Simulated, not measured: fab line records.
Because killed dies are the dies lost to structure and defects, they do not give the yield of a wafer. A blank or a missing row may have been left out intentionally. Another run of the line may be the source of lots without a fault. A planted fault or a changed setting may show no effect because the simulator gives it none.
fab line records + flow n5Finfet
record:
- lots: 6
- wafers: 18
- lastDay: 16
route steps=1938 shown BEOL_M13@1681
lots that met no fault: taken from a fault-free run of the same line
startH: hours from the record's opening day to when the first of the lot's shown wafers began + waitH: time in hours since the lot's previous step + " same as the row above + L1.1+2: a row that stands for several wafers + - value missing, or start not given + * or withheld: withheld + < > ~ a bound
route shown NAME@n: a module of which the file shows steps, and the number in the route of the first + usual: average and standard deviation across the fault-free wafers + same: alike in all rows + chamber/n: place in a boat + sites: the reading at each site + _std_site: how widely they spread, as a standard deviation + _edge_site: the outer-site mean with the inner-site mean subtracted + radiusMm: how far each site lies from the wafer's centre + mask NAME#n: copy n + behind: the most recent tool/chamber to have shaped the wafer + hold: the reason the lot was held/the length of the hold in hours/how it ended + device: the n, p or np transistor that did not switch + end of line: tests of these same wafers at the route's end + a step given without rows: its recipe and nothing more + killed: not the wafer's yield, but the dies lost to structure and defects at the first sort + map: a wafer's dies, x killed, . not, _ none there
set.NAME: the setting the step ran with; set.NAME@STEP: the setting that earlier step ran with + model.NAME: the simulator's own value behind a step, which no gauge read
lots at selected steps of the route; one table per step, one row per wafer
services: a tool's chamber out of use, with start hour (startH, from the record's first day; less than 0 if before it), hours out, and reason
== steps ==
step: N5_BEOL_M13_COAT_66
recipe:
- resist: SiARC
- tempC: 220
- timeS: 60
- spinRpm: 1500
- resistThkNm: 110
step: N5_BEOL_M13_COAT_22
recipe:
- spinRpm: 2888
- resistThkNm: 300
step: N5_BEOL_M13_EBR_24
recipe:
- solvent: PGMEA
- ebrWidthMm: 1.5
step: N5_BEOL_M13_SOFTBAKE_23
recipe:
- tempC: 130
- timeS: 60
step: N5_BEOL_M13_EXPOSE_25
recipe:
- maskId: M13
- na: 0.93
- sourceShape: conventional
- sigmaOuter: 0.4
- polarization: unpolarized
- targetCdNm: 210
- doseMj: 22
step: N5_BEOL_M13_PEB_26
recipe:
- pebTempC: 130
- pebTimeS: 90
step: N5_BEOL_M13_DEVELOP_27
recipe:
- developTimeS: 45
- rinseLiquid: diw
- dry: airSpin
- devTempC: 21
step: N5_BEOL_M13_HARDBAKE_32
recipe:
- tempC: 130
- timeS: 120
step: N5_BEOL_M13_CD_MEAS_28
recipe:
- targetCdNm: 209.5
- landingEnergyEv: 500
- detector: seInlens
usual:
- cdNm: 209.2/0.91
| lot.wafer | tool     | chamber | startH | waitH | cdNm  |
|-----------|----------|---------|--------|-------|-------|
| L704.1    | cdSem-03 | 0       | 260.24 | -     | 208.5 |
| L704.4    | "        | 0       | "      | "     | 207.2 |
| L704.5    | "        | 0       | "      | "     | 208.9 |
| L708.2    | cdSem-01 | 0       | 281.47 | -     | 210.3 |
| L708.4    | "        | 0       | "      | "     | 210.0 |
| L708.6    | "        | 0       | "      | "     | 209.0 |
| L707.2    | cdSem-01 | 0       | 284.41 | -     | 209.9 |
| L707.3    | "        | 0       | "      | "     | 209.3 |
| L707.6    | "        | 0       | "      | "     | 208.8 |
| L711.2    | cdSem-03 | 0       | 304.85 | -     | 210.5 |
| L711.4    | "        | 0       | "      | "     | 210.6 |
| L711.5    | "        | 0       | "      | "     | 210.0 |
| L718.2    | cdSem-03 | 0       | 352.41 | -     | 210.5 |
| L718.4    | "        | 0       | "      | "     | 207.8 |
| L718.5    | "        | 0       | "      | "     | 209.4 |
| L719.1    | cdSem-03 | 0       | 359.98 | -     | 210.1 |
| L719.3    | "        | 0       | "      | "     | 208.4 |
| L719.5    | "        | 0       | "      | "     | 209.6 |
step: N5_BEOL_M13_OVL_MEAS_29
recipe:
- pointsPerWafer: 44
usual:
- M13_OVL: -2/5.9
| lot.wafer | tool       | chamber | startH | waitH | M13_OVL[nm] |
|-----------|------------|---------|--------|-------|-------------|
| L704.1    | overlay-02 | 0       | 260.27 | 0.0   | -3          |
| L704.4    | "          | 0       | "      | "     | -10         |
| L704.5    | "          | 0       | "      | "     | -9          |
| L708.2    | overlay-01 | 0       | 281.50 | 0.0   | -8          |
| L708.4    | "          | 0       | "      | "     | -3          |
| L708.6    | "          | 0       | "      | "     | 3           |
| L707.2    | overlay-01 | 0       | 284.44 | 0.0   | -8          |
| L707.3    | "          | 0       | "      | "     | -9          |
| L707.6    | "          | 0       | "      | "     | -4          |
| L711.2    | overlay-01 | 0       | 304.88 | 0.0   | -1          |
| L711.4    | "          | 0       | "      | "     | 9           |
| L711.5    | "          | 0       | "      | "     | 3           |
| L718.2    | overlay-02 | 0       | 352.44 | 0.0   | -2          |
| L718.4    | "          | 0       | "      | "     | 0           |
| L718.5    | "          | 0       | "      | "     | 1           |
| L719.1    | overlay-01 | 0       | 360.02 | 0.0   | 1           |
| L719.3    | "          | 0       | "      | "     | -7          |
| L719.5    | "          | 0       | "      | "     | -3          |
step: N5_BEOL_M13_INSPECT_30
recipe:
- mode: adi
- inspectInstrument: macro
usual:
- rawDefectCount: 2.2/1.5
| lot.wafer | tool             | chamber | startH | waitH | rawDefectCount |
|-----------|------------------|---------|--------|-------|----------------|
| L704.1    | defectInspect-01 | -       | 260.29 | 0.0   | 2              |
| L704.4    | "                | -       | "      | "     | 2              |
| L704.5    | "                | -       | "      | "     | 5              |
| L708.2    | defectInspect-01 | -       | 281.52 | 0.0   | 4              |
| L708.4    | "                | -       | "      | "     | 3              |
| L708.6    | "                | -       | "      | "     | 4              |
| L707.2    | defectInspect-02 | -       | 284.46 | 0.0   | 2              |
| L707.3    | "                | -       | "      | "     | 1              |
| L707.6    | "                | -       | "      | "     | 2              |
| L711.2    | defectInspect-01 | -       | 304.91 | 0.0   | 0              |
| L711.4    | "                | -       | "      | "     | 0              |
| L711.5    | "                | -       | "      | "     | 2              |
| L718.2    | defectInspect-02 | -       | 352.46 | 0.0   | 3              |
| L718.4    | "                | -       | "      | "     | 2              |
| L718.5    | "                | -       | "      | "     | 3              |
| L719.1    | defectInspect-02 | -       | 360.04 | 0.0   | 4              |
| L719.3    | "                | -       | "      | "     | 2              |
| L719.5    | "                | -       | "      | "     | 3              |
step: N5_BEOL_M13_DESCUM_33
recipe:
- chemistry: O2
- timeS: 7.9
- sourcePowerW: 50
- biasPowerW: 20
- pressureMtorr: 20
- rfFrequencyHz: 2.712e+07
- tempC: 40
- o2FlowSccm: 225
usual:
- drypumpMotorCurrentA: 5.7/0.38
- oesProductAu: 0.79/0.089
- rfVppV: 243.1/1.4
- showerheadPlenumPTorr: 2.10/0.067
- throttleValvePct: 20.41/0.23
| lot.wafer | tool       | chamber | startH | waitH | drypumpMotorCurrentA | oesProductAu | rfHoursCounterH | rfVppV | showerheadPlenumPTorr | throttleValvePct |
|-----------|------------|---------|--------|-------|----------------------|--------------|-----------------|--------|-----------------------|------------------|
| L704.1    | rieDiel-01 | 0       | 260.33 | 0.0   | 5.4                  | 0.77         | 107             | 243.7  | 2.12                  | 20.82            |
| L704.4    | "          | 2       | "      | "     | 5.5                  | 0.70         | 206             | 242.7  | 2.05                  | 20.07            |
| L704.5    | "          | 2       | "      | "     | 5.6                  | 0.70         | -               | 243.7  | 2.05                  | 20.06            |
| L708.2    | rieDiel-02 | 2       | 281.91 | 0.4   | 5.8                  | 0.69         | 227             | 245.0  | 2.16                  | 20.61            |
| L708.4    | "          | 2       | "      | "     | 5.8                  | 0.69         | -               | 243.9  | 2.16                  | 20.63            |
| L708.6    | "          | 1       | "      | "     | 5.2                  | 0.73         | -               | 241.7  | 2.00                  | 20.20            |
| L707.2    | rieDiel-02 | 0       | 284.54 | 0.1   | 5.9                  | 0.93         | 13              | 245.0  | 2.22                  | 20.60            |
| L707.3    | "          | 1       | "      | "     | 5.2                  | 0.72         | 198             | 240.0  | 2.00                  | 20.21            |
| L707.6    | "          | 0       | "      | "     | 5.9                  | 0.93         | -               | 245.8  | 2.22                  | 20.60            |
| L711.2    | rieDiel-02 | 0       | 304.94 | 0.0   | 5.9                  | 0.90         | 19              | 244.5  | 2.22                  | 20.60            |
| L711.4    | "          | 2       | "      | "     | 5.8                  | 0.68         | 235             | 244.0  | 2.15                  | 20.63            |
| L711.5    | "          | 3       | "      | "     | 6.4                  | 0.95         | -               | 241.1  | 2.06                  | 20.25            |
| L718.2    | rieDiel-06 | 0       | 352.50 | 0.0   | 5.9                  | 0.86         | 49              | 242.3  | 2.06                  | 20.46            |
| L718.4    | "          | 3       | "      | "     | 5.5                  | 0.81         | -               | 242.8  | 2.11                  | 20.23            |
| L718.5    | "          | 2       | "      | "     | 5.2                  | 0.68         | -               | 244.8  | 2.14                  | 20.72            |
| L719.1    | rieDiel-06 | 1       | 361.15 | 1.1   | 5.5                  | 0.88         | 34              | 240.6  | 2.06                  | 20.12            |
| L719.3    | "          | 0       | "      | "     | 5.9                  | 0.86         | 53              | 242.0  | 2.06                  | 20.45            |
| L719.5    | "          | 0       | "      | "     | 5.9                  | 0.86         | -               | 243.7  | 2.06                  | 20.45            |
step: N5_BEOL_M13_ETCH_67
recipe:
- chemistry: CF4
- target: SiARC
- targetDepthA: 1430
- timeS: 238.3
- ionEnergyEv: 80
- pressureMtorr: 40
- sourceW: 545
- biasW: 36
- Ar_flow_sccm: 100
- cf4FlowSccm: 100
- ends: cleared
usual:
- cf4FlowSccm: 100.0/0.34
- drypumpMotorCurrentA: 5.7/0.38
- etchRfOnTimeS: 238/5.2
- oesProductAu: 0.68/0.076
- rfVppV: 184.2/1.1
- showerheadPlenumPTorr: 2.14/0.068
- throttleValvePct: 15.56/0.24
| lot.wafer | tool       | chamber | startH | waitH | cf4FlowSccm | drypumpMotorCurrentA | etchRfOnTimeS | oesProductAu | rfHoursCounterH | rfVppV | showerheadPlenumPTorr | throttleValvePct |
|-----------|------------|---------|--------|-------|-------------|----------------------|---------------|--------------|-----------------|--------|-----------------------|------------------|
| L704.1    | rieDiel-01 | 0       | 260.36 | 0.0   | 99.9        | 5.4                  | 235           | 0.67         | 107             | 186.2  | 2.16                  | 15.90            |
| L704.4    | "          | 2       | "      | "     | 100.3       | 5.6                  | 238           | 0.61         | 206             | 185.7  | 2.13                  | 15.48            |
| L704.5    | "          | 2       | "      | "     | 100.1       | 5.6                  | 236           | 0.61         | -               | 184.4  | 2.13                  | 15.48            |
| L708.2    | rieDiel-02 | 2       | 281.95 | 0.0   | 100.4       | 5.8                  | 243           | 0.60         | 227             | 185.3  | 2.19                  | 15.81            |
| L708.4    | "          | 2       | "      | "     | 100.6       | 5.8                  | 242           | 0.59         | -               | 183.7  | 2.19                  | 15.81            |
| L708.6    | "          | 1       | "      | "     | 99.8        | 5.2                  | 238           | 0.62         | -               | 183.1  | 2.04                  | 15.39            |
| L707.2    | rieDiel-02 | 0       | 284.58 | 0.0   | 70.0        | 5.9                  | 244           | 0.78         | 13              | 185.7  | 2.04                  | 14.42            |
| L707.3    | "          | 1       | "      | "     | 100.4       | 5.1                  | 244           | 0.62         | 198             | 184.3  | 2.04                  | 15.40            |
| L707.6    | "          | 0       | "      | "     | 70.1        | 5.9                  | 245           | 0.78         | -               | 185.9  | 2.04                  | 14.43            |
| L711.2    | rieDiel-02 | 0       | 304.98 | 0.0   | 69.8        | 5.9                  | 241           | 0.78         | 19              | 186.0  | 2.03                  | 14.45            |
| L711.4    | "          | 2       | "      | "     | 99.9        | 5.8                  | 239           | 0.59         | 235             | 184.1  | 2.19                  | 15.83            |
| L711.5    | "          | 3       | "      | "     | 100.7       | 6.4                  | 247           | 0.80         | -               | 183.4  | 2.10                  | 15.29            |
| L718.2    | rieDiel-06 | 0       | 352.53 | 0.0   | 99.3        | 5.9                  | 232           | 0.74         | 49              | 184.9  | 2.09                  | 15.38            |
| L718.4    | "          | 3       | "      | "     | 100.0       | 5.5                  | 230           | 0.70         | -               | 183.0  | 2.15                  | 15.43            |
| L718.5    | "          | 2       | "      | "     | 100.1       | 5.2                  | 236           | 0.58         | -               | 184.8  | 2.20                  | 16.02            |
| L719.1    | rieDiel-06 | 1       | 361.18 | 0.0   | 100.3       | 5.5                  | 234           | 0.77         | 34              | 182.6  | 2.09                  | 15.21            |
| L719.3    | "          | 0       | "      | "     | 100.4       | 5.9                  | 235           | 0.73         | 53              | 184.8  | 2.09                  | 15.39            |
| L719.5    | "          | 0       | "      | "     | 100.4       | 5.9                  | 235           | 0.74         | -               | 184.2  | 2.09                  | 15.38            |
step: N5_BEOL_M13_ETCH_68
recipe:
- chemistry: N2/H2
- target: SOC
- maskMaterial: SiARC
- sourceW: 3000
- biasW: 350
- tempC: 40
- timeS: 355
- ionEnergyEv: 200
- pressureMtorr: 30
- n2FlowSccm: 200
- h2FlowSccm: 200
usual:
- drypumpMotorCurrentA: 5.7/0.38
- oesProductAu: 0.79/0.09
- rfVppV: 524.1/2.5
- showerheadPlenumPTorr: 2.54/0.081
- throttleValvePct: 17.73/0.22
| lot.wafer | tool       | chamber | startH | waitH | drypumpMotorCurrentA | oesProductAu | rfHoursCounterH | rfVppV | showerheadPlenumPTorr | throttleValvePct |
|-----------|------------|---------|--------|-------|----------------------|--------------|-----------------|--------|-----------------------|------------------|
| L704.1    | rieDiel-01 | 0       | 260.51 | 0.1   | 5.4                  | 0.77         | 107             | 525.0  | 2.54                  | 17.88            |
| L704.4    | "          | 2       | "      | "     | 5.6                  | 0.72         | 206             | 524.1  | 2.53                  | 17.80            |
| L704.5    | "          | 2       | "      | "     | 5.6                  | 0.71         | -               | 522.2  | 2.53                  | 17.80            |
| L708.2    | rieDiel-02 | 2       | 282.09 | 0.1   | 5.8                  | 0.68         | 227             | 524.7  | 2.63                  | 18.04            |
| L708.4    | "          | 2       | "      | "     | 5.8                  | 0.69         | -               | 525.9  | 2.63                  | 18.05            |
| L708.6    | "          | 1       | "      | "     | 5.2                  | 0.72         | -               | 520.2  | 2.43                  | 17.61            |
| L707.2    | rieDiel-02 | 0       | 284.72 | 0.1   | 5.9                  | 0.93         | 13              | 528.2  | 2.70                  | 17.83            |
| L707.3    | "          | 1       | "      | "     | 5.2                  | 0.72         | 199             | 519.7  | 2.43                  | 17.59            |
| L707.6    | "          | 0       | "      | "     | 6.0                  | 0.93         | -               | 529.1  | 2.70                  | 17.82            |
| L711.2    | rieDiel-02 | 0       | 305.12 | 0.1   | 5.9                  | 0.91         | 19              | 527.9  | 2.69                  | 17.84            |
| L711.4    | "          | 2       | "      | "     | 5.7                  | 0.68         | 236             | 525.1  | 2.62                  | 18.07            |
| L711.5    | "          | 3       | "      | "     | 6.4                  | 0.94         | -               | 523.0  | 2.48                  | 17.42            |
| L718.2    | rieDiel-06 | 0       | 352.68 | 0.1   | 5.9                  | 0.85         | 50              | 522.0  | 2.47                  | 17.68            |
| L718.4    | "          | 3       | "      | "     | 5.5                  | 0.80         | -               | 523.4  | 2.54                  | 17.52            |
| L718.5    | "          | 2       | "      | "     | 5.1                  | 0.68         | -               | 525.8  | 2.62                  | 18.17            |
| L719.1    | rieDiel-06 | 1       | 361.33 | 0.1   | 5.5                  | 0.89         | 34              | 522.0  | 2.50                  | 17.48            |
| L719.3    | "          | 0       | "      | "     | 5.9                  | 0.84         | 53              | 521.8  | 2.47                  | 17.67            |
| L719.5    | "          | 0       | "      | "     | 5.9                  | 0.85         | -               | 521.3  | 2.47                  | 17.64            |
== services ==
| tool       | chamber | startH | hours | kind                        |
|------------|---------|--------|-------|-----------------------------|
| rieDiel-06 | 1       | 250.77 | 15.2  | repair                      |
| rieDiel-02 | 3       | 253.91 | -     | clean                       |
| rieDiel-02 | 3       | 253.91 | -     | consumableReplace:focusRing |
| rieDiel-02 | 3       | 253.91 | 32.5  | scheduledDown               |
| rieDiel-02 | 3       | 253.91 | 32.5  | ventCycle                   |
| rieDiel-01 | 1       | 306.06 | 3.2   | repair                      |
| rieDiel-01 | 2       | 317.52 | 13.2  | repair                      |
| rieDiel-06 | 1       | 324.83 | 6.5   | repair                      |
| rieDiel-06 | 0       | 329.54 | 6.8   | repair                      |
| rieDiel-01 | -       | 331.02 | 28.1  | pm                          |
| rieDiel-02 | 3       | 337.71 | 39.6  | repair                      |
| rieDiel-06 | 1       | 347.24 | 8.0   | repair                      |
| rieDiel-06 | 2       | 355.21 | -     | clean                       |
| rieDiel-06 | 2       | 355.21 | -     | consumableReplace:focusRing |
| rieDiel-06 | 2       | 355.21 | 19.9  | scheduledDown               |
| rieDiel-06 | 2       | 355.21 | 19.9  | ventCycle                   |
== key ==
firstSign:
- step: N5_BEOL_M13_ETCH_67
- reading: cf4FlowSccm
- direction: down
- sigmas: 89
- usual: 100.0
- struck: 70.0
effect:
- step: N5_BEOL_M13_ETCH_67
- reading: throttleValvePct
- direction: down
- sigmas: 4.8
- usual: *
- struck: *
metAt N5_BEOL_M13_ETCH_67
struckWafers L707.2,L707.6,L711.2
fault:
- kind: processParameterDrift
- tool: rieDiel-02
- chamber: 0
- onsetH: 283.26
- steps: N5_BEOL_M13_ETCH_67
- channel: cf4FlowSccm
- offset: -30
- shape: step
- endH: 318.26
- actsIn: theseRecipesOnly
- stated: 100
